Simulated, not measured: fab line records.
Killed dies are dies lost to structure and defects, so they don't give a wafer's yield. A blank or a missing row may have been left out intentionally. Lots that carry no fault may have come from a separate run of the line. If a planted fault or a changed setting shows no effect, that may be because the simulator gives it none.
Struck lot and sound lot, side by side ; flow n5 finfet ; 19 out of 1938 route steps
Sound: these wafers, L925.1, L925.4, L925.6. Wafers struck: L931.1, L931.4, L931.5. The cause is given at the end.
Each step with rows lists, per side, the tool, then ch with its chambers, then its first start. Under that, the readings that differ: sound wafers ; struck wafers ; difference of the means ; sigmas: that difference in standard deviations of wafers without a fault.
alike: a reading whose means differ by less than 2 such deviations, as well as words and numbers matching on both sides. not compared: withheld readings; readings where some wafer has no value; bounds like >300 that might hide an equal value; numbers whose values overlap and for which the record gives no deviation.
Wherever a step has rows on one side only, a row that says differs or no value, or a row with sigmas, the two part there. Numbers that don't overlap but have no deviation are shown without sigmas and don't part them. Lack of a reading on every wafer of one side parts them only where that side has two or more wafers.

N5_BEOL_M11_CMP_52: polishes, stops on SiCOH lowk, t overpolish 7 s, target thk 140 nm.
  sound on cmp-01 ch 0,3, day 12 19:19; struck on cmp-04 ch 0,1,2, day 13 22:59
  alike: barrier field endpoint s, motor current A, overpolish run s, time to endpoint s
N5_BEOL_M11_THK_MEAS_53: measures by xrf.
  sound on film metro-02 at day 12 19:37; struck on film metro-01 at day 13 23:15
  alike: M11_THK
then, 1 step without rows for these wafers: N5_BEOL_M11_PRE_CLEAN_55 (time 15 s).
N5_BEOL_M11_DEP_56: deposits SiCN from 3MS/NH3, target thk 30 nm, time 10.5 s.
  sound on pecvd-03 ch 0,1,2, day 12 19:40; struck on pecvd-04 ch 0,1, day 13 23:19
  alike: showerhead plenum p Torr, throttle valve pct
N5_BEOL_M11_RS_MEAS_57: the measuring method here is four-point-probe.
  sound on film metro-01 at day 12 19:44; struck on film metro-01 at day 13 23:22
  alike: M11_RS
N5_BEOL_M11_INSPECT_58: inspects for defects (darkfield).
  sound on defect inspect-01 at day 12 19:46; struck on defect inspect-01 at day 13 23:24
reading;sound;struck;difference;sigmas
raw defect count;28 42 44;90 115 68;+53;+2
N5_BEOL_M12_ILD_DEP_00: deposits SiOC from DEMS/O2, target thk 658.92 nm, time 130.7 s.
  sound on pecvd-01 ch 0,1, day 12 19:47; struck on pecvd-03 ch 0,1,2, day 13 23:26
  alike: heater power w, showerhead plenum p Torr, throttle valve pct
N5_BEOL_M12_THK_MEAS_01:
  sound on film metro-02 at day 12 19:55; struck on film metro-01 at day 13 23:34
  alike: M12_ILD_THK
then, 4 steps without rows for these wafers: N5_BEOL_M12_COAT_58 (time 60 s, resist thk 89 nm); N5_BEOL_M12_COAT_04 (resist thk 400 nm); N5_BEOL_M12_EBR_06; N5_BEOL_M12_SOFTBAKE_05 (time 60 s).
N5_BEOL_M12_EXPOSE_07: exposes mask V11.
  sound on krf scanner-01 ch 0, day 12 20:04; struck on krf scanner-01 ch 0, day 13 23:42
reading;sound;struck;difference;sigmas
exposure dose mJ cm2;32.44 32.48 32.44;34.61 34.60 34.57;+2.14;+63
  alike: mask, reticle temp C
then, 3 steps without rows for these wafers: N5_BEOL_M12_PEB_08 (peb time 90 s); N5_BEOL_M12_DEVELOP_09 (develop time 45 s); N5_BEOL_M12_HARDBAKE_14 (time 120 s).
N5_BEOL_M12_CD_MEAS_10: target cd 140 nm.
  sound on cd sem-03 ch 0, day 12 20:14; struck on cd sem-03 ch 0, day 13 23:52
reading;sound;struck;difference;sigmas
cd nm (nm);140.9 140.1 142.4;144.1 145.6 146.0;+4.1;+2
N5_BEOL_M12_OVL_MEAS_11:
  sound on overlay-01 ch 0, day 12 20:16; struck on overlay-02 ch 0, day 13 23:54
  alike: V11_OVL
N5_PASSIVATION_PROBE_49:
  the record has rows for the sound wafers here (prober-01, day 14 07:58) and none for the struck ones

## WHERE THEY PART
At N5_BEOL_M11_INSPECT_58 first; at N5_PASSIVATION_PROBE_49 last (within this record only).

WHY: what the simulator had put in
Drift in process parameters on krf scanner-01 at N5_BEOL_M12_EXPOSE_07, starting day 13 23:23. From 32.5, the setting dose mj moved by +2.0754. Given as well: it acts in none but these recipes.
